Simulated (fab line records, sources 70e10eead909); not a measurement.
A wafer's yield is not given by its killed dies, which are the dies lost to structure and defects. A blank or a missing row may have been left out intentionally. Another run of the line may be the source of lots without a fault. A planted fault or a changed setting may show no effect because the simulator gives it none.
Commonality check across tools	flow nand_harc	Sampled: 11 lots, 33 wafers

WHAT PROMPTED THE OPENING
At NHARC_A_M0_CD_MEAS_09 the reading cd_nm is flagged on 2 of 11 lots. Wafers without a fault read 79.6 nm, standard deviation 0.7.
Rule: flag the lot when none of its wafers has a number, or when each of its wafers that has one lies beyond 4 standard deviations from that mean. The rest of the lots are taken to be sound.

lot	measured	on	cd_nm (nm), wafer by wafer	flag
L245	day 22 13:38	cd_sem-01	79.3 79.6 79.6	
L247	day 22 20:47	cd_sem-03	79.5 79.2 79.4	
L248	day 23 19:39	cd_sem-03	79.6 79.4 79.5	
L249	day 23 20:07	cd_sem-01	78.7 78.5 79.1	
L250	day 24 02:33	cd_sem-02	79.3 79.0 79.7	
L252	day 25 17:43	cd_sem-02	78.5 79.2 78.7	
L253	day 26 14:44	cd_sem-03	108.4 107.9 108.4	FLAGGED
L255	day 26 18:08	cd_sem-03	103.4 103.8 102.5	FLAGGED
L259	day 28 15:40	cd_sem-02	79.2 80.3 80.3	
L265	day 31 20:40	cd_sem-03	79.4 79.7 80.0	
L268	day 32 02:04	cd_sem-01	79.2 78.8 79.1	
The numbers of the flagged lots are 105.7 nm on average: +26.1 nm against the usual, or +37 standard deviations.

EACH LOT AND THE TOOL IT RAN ON
Before the reading, the record contains 3 process steps out of a 1302-step route. Read each cell as the tool, then ch plus the chambers that the sampled wafers visited, then the start.
lot	flag	NHARC_A_BLC_ETCH_16	NHARC_A_BLC_STRIP_29	NHARC_A_M0_EXPOSE_06
L245		rie_diel-06 ch 2,3, day 22 09:53	rie_diel-06 ch 0,2,3, day 22 10:52	arfi_scanner-03 ch 0, day 22 13:30
L247		rie_diel-06 ch 0,1, day 22 17:02	rie_diel-06 ch 0,1, day 22 17:59	arfi_scanner-01 ch 0, day 22 20:39
L248		rie_diel-06 ch 0,3, day 23 15:50	rie_diel-06 ch 0,2,3, day 23 16:48	arfi_scanner-02 ch 0, day 23 19:31
L249		rie_diel-12 ch 1,2, day 23 16:20	rie_diel-04 ch 0,2,3, day 23 17:20	arfi_scanner-01 ch 0, day 23 19:59
L250		rie_diel-04 ch 0,2, day 23 22:47	rie_diel-06 ch 1,2,3, day 23 23:44	arfi_scanner-02 ch 0, day 24 02:25
L252		rie_diel-04 ch 2,3, day 25 13:24	rie_diel-04 ch 0,2, day 25 14:58	arfi_scanner-02 ch 0, day 25 17:35
L253	FLAGGED	rie_diel-04 ch 1,2,3, day 26 10:48	rie_diel-06 ch 0,1,3, day 26 11:56	arfi_scanner-02 ch 0, day 26 14:37
L255	FLAGGED	rie_diel-06 ch 0,1,2, day 26 14:28	rie_diel-12 ch 1,2,3, day 26 15:25	arfi_scanner-02 ch 0, day 26 18:00
L259		rie_diel-06 ch 0,2,3, day 28 11:55	rie_diel-12 ch 0,2,3, day 28 12:52	arfi_scanner-01 ch 0, day 28 15:32
L265		rie_diel-04 ch 2,3, day 31 16:21	rie_diel-06 ch 1,2,3, day 31 17:20	arfi_scanner-03 ch 0, day 31 20:31
L268		rie_diel-06 ch 2,3, day 31 22:19	rie_diel-04 ch 2,3, day 31 23:16	arfi_scanner-01 ch 0, day 32 01:56
What the steps here do:
- NHARC_A_BLC_ETCH_16: etches the open film in CF4, target depth 39 nm, time 65 s.
- NHARC_A_BLC_STRIP_29: strips in CF4.
- NHARC_A_M0_EXPOSE_06: exposes mask A M0, target cd 80 nm.
- NHARC_A_M0_CD_MEAS_09: target cd 80 nm.

FLAGGED AGAINST TOTAL, ONE TOOL AT A TIME (gauges that did the reading follow at the end)
step	tool	lots run	flagged	share of the flagged lots	sound lots run after its first flagged lot
NHARC_A_BLC_ETCH_16	rie_diel-04	4	1	some	1 (L265)
NHARC_A_BLC_ETCH_16	rie_diel-06	6	1	some	2 (L259,L268)
NHARC_A_BLC_ETCH_16	rie_diel-12	1	0	none	-
NHARC_A_BLC_STRIP_29	rie_diel-04	3	0	none	-
NHARC_A_BLC_STRIP_29	rie_diel-06	6	1	some	1 (L265)
NHARC_A_BLC_STRIP_29	rie_diel-12	2	1	some	1 (L259)
NHARC_A_M0_EXPOSE_06	arfi_scanner-01	4	0	none	-
NHARC_A_M0_EXPOSE_06	arfi_scanner-02	5	2	all	0
NHARC_A_M0_EXPOSE_06	arfi_scanner-03	2	0	none	-
NHARC_A_M0_CD_MEAS_09	cd_sem-01	3	0	none	-
NHARC_A_M0_CD_MEAS_09	cd_sem-02	3	0	none	-
NHARC_A_M0_CD_MEAS_09	cd_sem-03	5	2	all	1 (L265)

WHAT IS ALLOWED BY THE TABLE
Every flagged lot went through 2 rows of the table: arfi_scanner-02 at NHARC_A_M0_EXPOSE_06 and cd_sem-03 at NHARC_A_M0_CD_MEAS_09.
- arfi_scanner-02 at NHARC_A_M0_EXPOSE_06 ran 5 lots, 2 of them flagged. Its last sound lot is L252 (day 25 17:35), its first flagged lot L253 (day 26 14:37): a fault that began between those two fits. Its own readings lie more than 4 standard deviations out on every wafer of the flagged lots: exposure_dose_mJ_cm2.
- cd_sem-03 at NHARC_A_M0_CD_MEAS_09 ran 5 lots, 2 of them flagged. Lots that were sound ran on it after the first flagged one (L265); a persistent fault on the entire tool would not allow that.
arfi_scanner-02 at NHARC_A_M0_EXPOSE_06 is the single tool remaining.

WHAT THE SIMULATOR HAD PUT IN
Process parameters drifting: arfi_scanner-02 at NHARC_A_M0_EXPOSE_06, beginning at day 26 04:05. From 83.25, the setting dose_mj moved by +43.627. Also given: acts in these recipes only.
Struck lots among those shown: L253, L255. The same result came from the rule above.
